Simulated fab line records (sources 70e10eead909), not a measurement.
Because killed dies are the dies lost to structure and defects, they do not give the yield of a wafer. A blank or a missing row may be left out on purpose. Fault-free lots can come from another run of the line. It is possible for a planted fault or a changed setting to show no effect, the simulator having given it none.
Chamber matching ; flow nand harc ; 4 sister chambers for NHARC_A_CONTACT_ETCH_88 on rie diel-01
The step etches the open film in CF4, target depth 39 nm, time 65 s. 20 wafers are shown with their chamber, then 10 later ones without.

WAFERS, EACH WITH ITS CHAMBER
wafer;chamber;drypump motor current A (A);rf vpp V (V);throttle valve pct (%)
L076.2;3;6.2;151.2;13.275
L076.3;1;6.0;149.1;13.296
L076.5;1;6.0;150.2;13.277
L078.2;3;6.2;150.0;13.287
L078.5;0;5.7;153.7;13.260
L078.6;3;6.2;151.4;13.283
L079.3;2;5.6;151.5;13.285
L079.4;0;5.7;153.3;13.291
L079.5;2;5.6;151.2;13.296
L081.2;2;5.6;150.9;13.283
L081.4;0;5.7;152.3;13.272
L081.6;0;5.7;153.6;13.278
L085.3;1;6.0;150.9;13.296
L085.4;3;6.2;151.0;13.268
L085.6;1;6.0;150.2;13.300
L083.3;3;6.2;151.4;13.269
L083.5;3;6.2;151.6;13.288
L083.6;2;5.6;151.5;13.273
L088.2;3;6.2;150.7;13.295
L088.4;1;6.1;148.8;13.295

SIGNATURES, as means of the wafers listed above
reading;chamber 0;chamber 1;chamber 2;chamber 3;scatter within a chamber
drypump motor current A;5.700;6.020;5.600;6.200;0.0224
rf vpp V;153.225;149.840;151.275;151.043;0.627
throttle valve pct;13.27525;13.29280;13.28425;13.28071;0.0104
Rule: for a wafer and a chamber, the distance is found by dividing, reading by reading, the gap between the wafer's reading and the chamber's mean by the reading's scatter, squaring, summing and taking the root. The wafer belongs to the nearest chamber; if the next one is less than 2 further off, it can't be placed. The scatter: take each reading less its chamber's mean, square it, sum over the shown wafers, divide by the number of wafers less the number of chambers, and take the root.

WAFERS WITH NO CHAMBER GIVEN
wafer;drypump motor current A (A);rf vpp V (V);throttle valve pct (%)
L088.5;5.6;151.5;13.275
L089.3;5.6;151.7;13.265
L089.4;6.0;149.5;13.279
L089.6;5.7;151.8;13.278
L096.1;6.1;150.1;13.289
L096.3;5.7;153.1;13.297
L096.5;6.2;150.8;13.296
L097.1;5.7;151.9;13.285
L097.2;6.0;149.4;13.279
L097.5;6.2;151.2;13.281

EACH ONE'S CHAMBER
wafer;from the rows above;in truth
L088.5;2;2
L089.3;2;2
L089.4;1;1
L089.6;0;0
L096.1;can't be placed: 1 or 3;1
L096.3;0;0
L096.5;3;3
L097.1;0;0
L097.2;1;1
L097.5;3;3
Correct placement for 9 of the 10. Can't be placed from these rows: 1 (the true chamber is among the candidates in 1). Placed wrongly: 0.
